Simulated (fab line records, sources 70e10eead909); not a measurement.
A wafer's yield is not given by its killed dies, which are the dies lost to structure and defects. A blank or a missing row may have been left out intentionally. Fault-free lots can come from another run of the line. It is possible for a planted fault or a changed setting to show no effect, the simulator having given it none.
Matching of chambers    flow nandHarc    NHARC_P_M0_DESCUM_14 on rieDiel-03 has 4 sister chambers
The step chemistry O2, time 3 s. 27 wafers are shown with their chamber, then 12 later ones without.

== WAFERS, EACH WITH ITS CHAMBER ==
wafer   chamber  showerheadPlenumPTorr (Torr)  drypumpMotorCurrentA (A)  oesProductAu (a.u.)
L074.1  0        1.81                          5.7                       0.984
L074.2  1        2.04                          6.4                       1.001
L074.6  2        1.80                          6.0                       0.993
L075.1  3        2.03                          6.2                       1.004
L075.3  2        1.80                          6.0                       1.001
L075.6  2        1.80                          6.0                       1.015
L076.2  3        2.03                          6.2                       1.006
L076.3  0        1.81                          5.7                       0.989
L076.4  1        2.04                          6.4                       1.004
L077.1  3        2.03                          6.2                       1.018
L077.5  2        1.80                          6.0                       0.998
L077.6  1        2.04                          6.3                       1.000
L079.2  2        1.80                          6.0                       1.019
L079.5  3        2.03                          6.2                       1.007
L079.6  2        1.80                          6.0                       1.012
L084.2  0        1.81                          5.7                       0.987
L084.3  1        2.04                          6.4                       0.992
L084.5  1        2.04                          6.4                       0.995
L085.2  2        1.80                          6.0                       1.009
L085.4  0        1.81                          5.7                       1.003
L085.5  3        2.02                          6.1                       1.004
L087.4  3        2.02                          6.1                       1.004
L087.5  3        2.02                          6.1                       1.002
L087.6  2        1.80                          5.9                       0.992
L091.1  0        1.81                          5.7                       0.997
L091.2  1        2.03                          6.4                       1.000
L091.5  2        1.80                          6.0                       1.010

SIGNATURES, as means of the wafers listed above
reading                chamber 0  chamber 1  chamber 2  chamber 3  scatter within a chamber
showerheadPlenumPTorr  1.8100     2.0383     1.8000     2.0257     0.00333
drypumpMotorCurrentA   5.700      6.383      5.989      6.157      0.0387
oesProductAu           0.99200    0.99867    1.00544    1.00643    0.00744
Rule: distance of a wafer from a chamber = root of the sum over the readings of ((wafer's reading minus chamber's mean) / reading's scatter) squared. If the next closest chamber is less than 2 further off than the closest, the wafer can't be placed; otherwise it belongs to the closest. The scatter is the square root of a quotient: the sum, over the shown wafers, of each reading's squared deviation from its chamber's mean, divided by wafers minus chambers.

== WAFERS WHOSE CHAMBER IS MISSING ==
wafer   showerheadPlenumPTorr (Torr)  drypumpMotorCurrentA (A)  oesProductAu (a.u.)
L092.1  1.80                          5.8                       1.001
L092.2  1.80                          6.0                       1.004
L092.4  2.03                          6.3                       1.002
L093.1  2.02                          6.2                       0.999
L093.5  2.02                          6.2                       1.004
L093.6  1.80                          5.7                       0.986
L094.1  1.80                          5.7                       0.989
L094.4  1.80                          5.7                       0.989
L094.6  2.03                          6.3                       1.001
L097.1  1.79                          6.0                       1.011
L097.2  1.80                          5.7                       0.989
L097.4  1.80                          5.7                       0.990

== THE CHAMBER EACH PASSED THROUGH ==
wafer   from the rows above      in truth
L092.1  can't be placed: 0 or 2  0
L092.2  2                        2
L092.4  can't be placed: 1 or 3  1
L093.1  3                        3
L093.5  3                        3
L093.6  0                        0
L094.1  0                        0
L094.4  0                        0
L094.6  can't be placed: 1 or 3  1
L097.1  2                        2
L097.2  0                        0
L097.4  0                        0
Correctly placed: 9 of 12. These rows do not allow placing 3 (true chamber among the candidates in 3). Placed wrongly: 0.
